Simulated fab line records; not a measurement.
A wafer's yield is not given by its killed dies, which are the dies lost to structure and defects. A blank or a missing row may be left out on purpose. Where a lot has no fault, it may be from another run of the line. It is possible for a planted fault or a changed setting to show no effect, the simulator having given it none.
Which of the tools did it? + flow n5_finfet + 8 lots, 24 wafers sampled, at 7 steps of a route of 1938

## WHAT EACH GAUGE READ, for each wafer
N5_BEOL_M4_RC_MEAS_101. Usual: DIBL_N 36.5 mV/V, standard deviation 2; DIBL_P 36.5 mV/V, standard deviation 2.3; IOFF_N 0.16 nA/um, standard deviation 0.036; IOFF_P 0.21 nA/um, standard deviation 0.037; ION_N 672 uA/um, standard deviation 12; ION_P 459 uA/um, standard deviation 7.1; SS_N 71.6 mV/dec, standard deviation 0.73; SS_P 73.4 mV/dec, standard deviation 0.76; VT_N 250 mV, standard deviation 3.3; VT_P -250.5 mV, standard deviation 2.9.
| lot  | measured     | on        | DIBL_N (mV/V)  | DIBL_P (mV/V)  | IOFF_N (nA/um) | IOFF_P (nA/um) | ION_N (uA/um) | ION_P (uA/um) | SS_N (mV/dec)  | SS_P (mV/dec)  | VT_N (mV)   | VT_P (mV)            | flag |
|------|--------------|-----------|----------------|----------------|----------------|----------------|---------------|---------------|----------------|----------------|-------------|----------------------|------|
| L615 | day 8 18:32  | prober-01 | 36.6 36.1 38.4 | 33.7 33.6 36.9 | 0.13 0.13 0.17 | 0.17 0.18 0.22 | 661 668 687   | 458 455 471   | 71.9 70.7 72.0 | 72.1 72.0 73.1 | 251 251 245 | -253.6 -250.0 -247.1 |      |
| L614 | day 8 23:19  | prober-02 | 37.5 39.7 38.2 | 37.7 40.1 38.4 | 0.16 0.20 0.17 | 0.22 0.25 0.23 | 672 676 673   | 459 464 461   | 71.8 72.6 72.1 | 74.5 74.9 74.8 | 248 248 250 | -247.8 -246.5 -249.2 |      |
| L618 | day 9 02:56  | prober-01 | 32.9 36.0 31.2 | 33.3 36.4 31.0 | 0.11 0.15 0.10 | 0.17 0.21 0.14 | 671 682 672   | 465 468 465   | 70.6 70.7 69.7 | 72.2 73.5 72.0 | 253 249 257 | -255.8 -247.8 -254.7 |      |
| L625 | day 11 17:28 | prober-01 | 38.3 39.4 38.6 | 36.8 37.8 37.5 | 0.19 0.24 0.21 | 0.25 0.27 0.27 | 684 693 680   | 464 465 462   | 71.7 72.8 72.3 | 74.4 74.5 74.3 | 245 243 247 | -248.6 -247.5 -247.8 |      |
| L627 | day 11 17:46 | prober-02 | 38.6 36.4 38.8 | 38.0 35.2 38.0 | 0.19 0.14 0.18 | 0.24 0.18 0.23 | 666 649 664   | 449 452 457   | 72.4 72.4 72.6 | 73.0 72.6 73.2 | 248 254 253 | -249.1 -252.1 -249.6 |      |
| L634 | day 13 09:34 | prober-01 | 39.5 36.8 34.2 | 41.0 37.8 34.2 | 0.23 0.18 0.12 | 0.29 0.24 0.17 | 697 688 664   | 475 464 459   | 71.6 71.4 71.0 | 74.7 73.5 72.8 | 243 246 254 | -246.4 -246.8 -250.7 |      |
| L635 | day 13 21:25 | prober-01 | 38.1 37.5 37.7 | 41.2 39.5 39.4 | 0.24 0.21 0.21 | 0.30 0.26 0.26 | 691 684 661   | 474 467 449   | 72.1 71.8 72.3 | 73.9 74.3 74.0 | 243 248 247 | -243.0 -246.6 -245.4 |      |
| L636 | day 14 20:04 | prober-01 | 38.1 39.1 38.8 | 40.2 40.6 41.3 | 0.19 0.22 0.21 | 0.21 0.23 0.23 | 671 682 675   | 457 457 456   | 71.6 72.8 72.4 | 75.2 74.2 74.7 | 249 246 248 | -250.8 -251.5 -248.9 |      |

N5_BEOL_M9_CD_MEAS_11: target cd 64.1 nm. Usual: cd_nm reads 64.1 nm (standard deviation 0.55).
| lot  | measured     | on        | cd_nm (nm)     | flag |
|------|--------------|-----------|----------------|------|
| L615 | day 10 19:50 | cd_sem-01 | 64.5 64.8 64.2 |      |
| L614 | day 10 19:59 | cd_sem-03 | 64.4 63.8 64.2 |      |
| L618 | day 11 04:10 | cd_sem-01 | 64.3 64.2 63.7 |      |
| L625 | day 13 08:35 | cd_sem-02 | 64.8 64.3 63.8 |      |
| L627 | day 13 16:12 | cd_sem-01 | 63.7 63.6 63.7 |      |
| L634 | day 15 07:11 | cd_sem-03 | 64.6 64.3 64.1 |      |
| L635 | day 15 20:05 | cd_sem-03 | 64.1 64.0 63.6 |      |
| L636 | day 16 16:50 | cd_sem-01 | 64.0 64.3 64.4 |      |

N5_BEOL_M9_OCD_MEAS_38. Usual: trench_depth_nm reads 150.1 nm (standard deviation 2.7).
| lot  | measured     | on     | trench_depth_nm (nm) | flag |
|------|--------------|--------|----------------------|------|
| L615 | day 11 01:11 | ocd-02 | 147.1 151.0 148.3    |      |
| L614 | day 11 01:01 | ocd-02 | 147.0 153.7 146.7    |      |
| L618 | day 11 06:46 | ocd-02 | 147.8 149.3 150.8    |      |
| L625 | day 13 11:03 | ocd-02 | - - -                | OFF  |
| L627 | day 13 21:10 | ocd-01 | - - -                | OFF  |
| L634 | day 15 11:56 | ocd-01 | 152.3 150.3 151.4    |      |
| L635 | day 16 00:43 | ocd-01 | 149.5 149.4 149.9    |      |
| L636 | day 16 19:17 | ocd-02 | 148.4 152.5 151.1    |      |

## WHAT TOOL EACH LOT RAN ON (gives the tool, then ch and the chambers of the sampled wafers, and finally the start)
| lot  | N5_BEOL_M8_DEP_56               | N5_BEOL_M9_ETCH_61                 | N5_BEOL_M9_STRIP_67                | N5_BEOL_M9_ETCH_66                 |
|------|---------------------------------|------------------------------------|------------------------------------|------------------------------------|
| L615 | pecvd-01 ch 0,1, day 10 16:11   | rie_diel-03 ch 1,2,3, day 10 19:57 | rie_diel-03 ch 1,2,3, day 10 20:09 | rie_diel-04 ch 0,1,2, day 11 00:48 |
| L614 | pecvd-01 ch 0,1,2, day 10 16:22 | rie_diel-04 ch 1,3, day 10 20:07   | rie_diel-04 ch 1,3, day 10 20:19   | rie_diel-02 ch 1,2, day 11 00:38   |
| L618 | pecvd-02 ch 0,1,2, day 11 02:14 | rie_diel-04 ch 0,1, day 11 04:20   | rie_diel-04 ch 0,1, day 11 04:31   | rie_diel-04 ch 1,2,3, day 11 06:24 |
| L625 | pecvd-03 ch 1,2, day 13 06:39   | rie_diel-04 ch 1,2, day 13 08:43   | rie_diel-04 ch 1,2, day 13 08:55   | rie_diel-03 ch 1,2,3, day 13 10:40 |
| L627 | pecvd-02 ch 1,2, day 13 13:17   | rie_diel-04 ch 1,3, day 13 16:20   | rie_diel-04 ch 1,3, day 13 16:31   | rie_diel-03 ch 0,1,3, day 13 20:47 |
| L634 | pecvd-03 ch 0,1,2, day 15 05:13 | rie_diel-03 ch 0,1,3, day 15 07:20 | rie_diel-03 ch 0,1,3, day 15 07:31 | rie_diel-03 ch 0,1,3, day 15 11:36 |
| L635 | pecvd-03 ch 0,1, day 15 18:18   | rie_diel-04 ch 0,3, day 15 20:12   | rie_diel-04 ch 0,3, day 15 20:23   | rie_diel-04 ch 0,1,3, day 16 00:20 |
| L636 | pecvd-02 ch 0,2, day 16 14:58   | rie_diel-02 ch 0,2, day 16 16:58   | rie_diel-02 ch 0,2, day 16 17:10   | rie_diel-02 ch 0,1,3, day 16 18:55 |
- N5_BEOL_M8_DEP_56: deposits SiCN from 3MS/NH3, target thk 10 nm, time 17.5 s.
- N5_BEOL_M9_ETCH_61: etches SiARC in CF4, target depth 39 nm, time 65 s.
- N5_BEOL_M9_STRIP_67: strips in CF4.
- N5_BEOL_M9_ETCH_66: etches SOC in N2/H2, target depth 80 nm, overetch 16 nm, time 120 s.

## AS READ BY THE TOOLS THEMSELVES (means over the sampled wafers that have a number; for cases with no such wafer, the mark the record gives instead)
N5_BEOL_M8_DEP_56. Usual: showerhead_plenum_p_Torr 3.664 Torr, standard deviation 0.01; throttle_valve_pct 9.2 %, standard deviation 0.51.
| lot  | tool     | showerhead_plenum_p_Torr (Torr) | throttle_valve_pct (%) | flag |
|------|----------|---------------------------------|------------------------|------|
| L615 | pecvd-01 | 3.666                           | 9.3                    |      |
| L614 | pecvd-01 | 3.656                           | 9.4                    |      |
| L618 | pecvd-02 | 3.663                           | 9.3                    |      |
| L625 | pecvd-03 | 3.666                           | 9.2                    |      |
| L627 | pecvd-02 | 3.654                           | 9.1                    |      |
| L634 | pecvd-03 | 3.678                           | 8.9                    |      |
| L635 | pecvd-03 | 3.670                           | 9.1                    |      |
| L636 | pecvd-02 | 3.670                           | 9.4                    |      |

N5_BEOL_M9_ETCH_61. Usual: drypump_motor_current_A 5.7 A, standard deviation 0.56; etch_rf_on_time_s 65.3 s, standard deviation 1.1; oes_product_au 0.66 a.u., standard deviation 0.075; rf_vpp_V 183.8 V, standard deviation 1.1; showerhead_plenum_p_Torr 2.12 Torr, standard deviation 0.068; throttle_valve_pct 15.53 %, standard deviation 0.28.
| lot  | tool        | drypump_motor_current_A (A) | etch_rf_on_time_s (s) | oes_product_au (a.u.) | rf_vpp_V (V) | showerhead_plenum_p_Torr (Torr) | throttle_valve_pct (%) | flag |
|------|-------------|-----------------------------|-----------------------|-----------------------|--------------|---------------------------------|------------------------|------|
| L615 | rie_diel-03 | 5.9                         | 65.4                  | 0.61                  | 184.2        | 2.15                            | 15.59                  |      |
| L614 | rie_diel-04 | 5.6                         | 65.3                  | 0.66                  | 183.7        | 2.09                            | 15.37                  |      |
| L618 | rie_diel-04 | 5.7                         | 65.7                  | 0.65                  | 182.5        | 2.00                            | 15.49                  |      |
| L625 | rie_diel-04 | 5.2                         | 66.5                  | 0.63                  | 184.0        | 2.10                            | 15.30                  |      |
| L627 | rie_diel-04 | 5.9                         | 65.3                  | 0.62                  | 183.8        | 2.10                            | 15.55                  |      |
| L634 | rie_diel-03 | 5.7                         | 64.6                  | 0.73                  | 183.5        | 2.15                            | 15.35                  |      |
| L635 | rie_diel-04 | 6.0                         | 64.8                  | 0.69                  | 182.8        | 2.01                            | 15.53                  |      |
| L636 | rie_diel-02 | 5.0                         | 64.3                  | 0.73                  | 184.4        | 2.19                            | 15.67                  |      |

N5_BEOL_M9_STRIP_67. Usual: for bias_power_w, 74.99 W with a standard deviation of 0.22; for cf4_flow_sccm, 150.0 sccm with a standard deviation of 0.41; for drypump_motor_current_A, 5.7 A with a standard deviation of 0.56; for oes_product_au, 0.78 a.u. with a standard deviation of 0.082; for rf_vpp_V, 270.8 V with a standard deviation of 1.3; for showerhead_plenum_p_Torr, 1.78 Torr with a standard deviation of 0.056; for throttle_valve_pct, 13.52 % with a standard deviation of 0.29.
| lot  | tool        | bias_power_w (W) | cf4_flow_sccm (sccm) | drypump_motor_current_A (A) | oes_product_au (a.u.) | rf_vpp_V (V) | showerhead_plenum_p_Torr (Torr) | throttle_valve_pct (%) | flag |
|------|-------------|------------------|----------------------|-----------------------------|-----------------------|--------------|---------------------------------|------------------------|------|
| L615 | rie_diel-03 | 75.14            | 150.0                | 5.9                         | 0.72                  | 271.7        | 1.81                            | 13.59                  |      |
| L614 | rie_diel-04 | 75.19            | 150.2                | 5.6                         | 0.78                  | 270.4        | 1.75                            | 13.38                  |      |
| L618 | rie_diel-04 | 74.92            | 149.8                | 5.7                         | 0.76                  | 268.3        | 1.69                            | 13.51                  |      |
| L625 | rie_diel-04 | -                | -                    | -                           | -                     | -            | -                               | -                      | OFF  |
| L627 | rie_diel-04 | -                | -                    | -                           | -                     | -            | -                               | -                      | OFF  |
| L634 | rie_diel-03 | 74.92            | 149.7                | 5.7                         | 0.85                  | 270.3        | 1.80                            | 13.31                  |      |
| L635 | rie_diel-04 | 75.09            | 150.0                | 6.0                         | 0.80                  | 268.6        | 1.69                            | 13.52                  |      |
| L636 | rie_diel-02 | 74.89            | 149.6                | 5.0                         | 0.85                  | 271.5        | 1.84                            | 13.60                  |      |

N5_BEOL_M9_ETCH_66. Usual: drypump_motor_current_A 5.8 A, standard deviation 0.58; oes_product_au 0.60 a.u., standard deviation 0.062; rf_vpp_V 523.1 V, standard deviation 2.2; showerhead_plenum_p_Torr 2.51 Torr, standard deviation 0.079; temp_c 40.01 C, standard deviation 0.12; throttle_valve_pct 17.71 %, standard deviation 0.27.
| lot  | tool        | drypump_motor_current_A (A) | oes_product_au (a.u.) | rf_vpp_V (V) | showerhead_plenum_p_Torr (Torr) | temp_c (C) | throttle_valve_pct (%) | flag |
|------|-------------|-----------------------------|-----------------------|--------------|---------------------------------|------------|------------------------|------|
| L615 | rie_diel-04 | 5.5                         | 0.59                  | 521.7        | 2.45                            | 39.80      | 17.66                  |      |
| L614 | rie_diel-02 | 6.0                         | 0.59                  | 525.7        | 2.62                            | 39.99      | 17.96                  |      |
| L618 | rie_diel-04 | 5.6                         | 0.58                  | 522.8        | 2.50                            | 40.01      | 17.62                  |      |
| L625 | rie_diel-03 | 5.9                         | 0.80                  | 524.5        | 2.55                            | 40.05      | 17.69                  | OFF  |
| L627 | rie_diel-03 | 5.7                         | 0.88                  | 523.9        | 2.55                            | 39.99      | 17.60                  | OFF  |
| L634 | rie_diel-03 | 5.7                         | 0.64                  | 524.4        | 2.55                            | 40.08      | 17.58                  |      |
| L635 | rie_diel-04 | 5.8                         | 0.63                  | 520.4        | 2.42                            | 39.95      | 17.66                  |      |
| L636 | rie_diel-02 | 6.3                         | 0.67                  | 523.4        | 2.55                            | 39.98      | 17.75                  |      |

## THE ANSWER, worked out from the rows above alone
Rule: a lot counts as off when the mean over its wafers that have a number is more than 3 standard deviations away from the usual mean. Also off: a lot with no number at a reading for which 4 or more lots have one. All remaining lots with rows at the step are treated as sound. First the gauges in route order, then the tools' own readings, where a lot's mean is used as printed above. At the first step where some lot is off, the reading lying furthest off is the one used; lots without a number count as furthest.
Off: L625, L627 (N5_BEOL_M9_OCD_MEAS_38, trench_depth_nm). Without a number there: L625, L627.
A tool fits if, at a process step before that reading, it ran every lot that is off, and no sound lot after the first of them. Not tried: the gauges at N5_BEOL_M9_OCD_MEAS_38; whatever is off there is also off at N5_BEOL_M9_STRIP_67, on other tools, and gauge error can't account for it. No candidate that was tried fits.

## WHAT WAS PUT IN BY THE SIMULATOR
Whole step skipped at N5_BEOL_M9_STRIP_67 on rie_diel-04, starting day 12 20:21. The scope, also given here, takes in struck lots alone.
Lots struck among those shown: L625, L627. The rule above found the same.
